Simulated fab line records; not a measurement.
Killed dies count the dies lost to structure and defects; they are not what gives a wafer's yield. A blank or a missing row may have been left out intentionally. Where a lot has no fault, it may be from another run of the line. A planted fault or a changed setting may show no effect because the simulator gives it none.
Chamber matching ; flow nand harc ; 4 sister chambers for NHARC_A_STAIRCASE_DESCUM_312 on rie diel-08
The step chemistry O2, time 3 s. 8 wafers are shown with their chamber, then 10 later ones without.

## WAFERS, EACH WITH ITS CHAMBER
wafer;chamber;drypump motor current A (A);showerhead plenum p Torr (Torr)
L082.6;1;6.5;1.86
L087.2;2;5.5;1.92
L087.3;0;4.9;2.06
L091.2;2;5.5;1.92
L091.3;3;6.2;2.04
L091.4;0;4.8;2.06
L091.1;1;6.5;1.85
L091.5;3;6.3;2.04

## WAFERS WITH NO CHAMBER GIVEN
wafer;drypump motor current A (A);showerhead plenum p Torr (Torr)
L091.6;5.5;1.92
L092.1;6.5;1.85
L092.2;5.5;1.92
L092.5;5.5;1.92
L093.2;5.5;1.91
L093.4;4.8;2.05
L093.6;4.8;2.05
L096.1;6.3;2.03
L096.4;6.5;1.85
L096.6;5.5;1.91

## WHICH CHAMBER EACH ONE RAN IN
wafer;from the rows above;in truth
L091.6;2;2
L092.1;1;1
L092.2;2;2
L092.5;2;2
L093.2;2;2
L093.4;0;0
L093.6;0;0
L096.1;3;3
L096.4;1;1
L096.6;2;2
Correct placement for 10 of the 10. Can't be placed from these rows: 0. Number placed wrongly: 0.
How it was worked out, from the rows above alone: a wafer's distance from a chamber is the root of the sum, over the readings, of the square of ((its reading less the chamber's mean) divided by the reading's scatter). The wafer belongs to the nearest chamber; if the next one is less than 2 further off, it can't be placed. Each chamber's mean is taken over the wafers shown for it. The scatter is the square root of a quotient: the sum, over the shown wafers, of each reading's squared deviation from its chamber's mean, divided by wafers minus chambers.
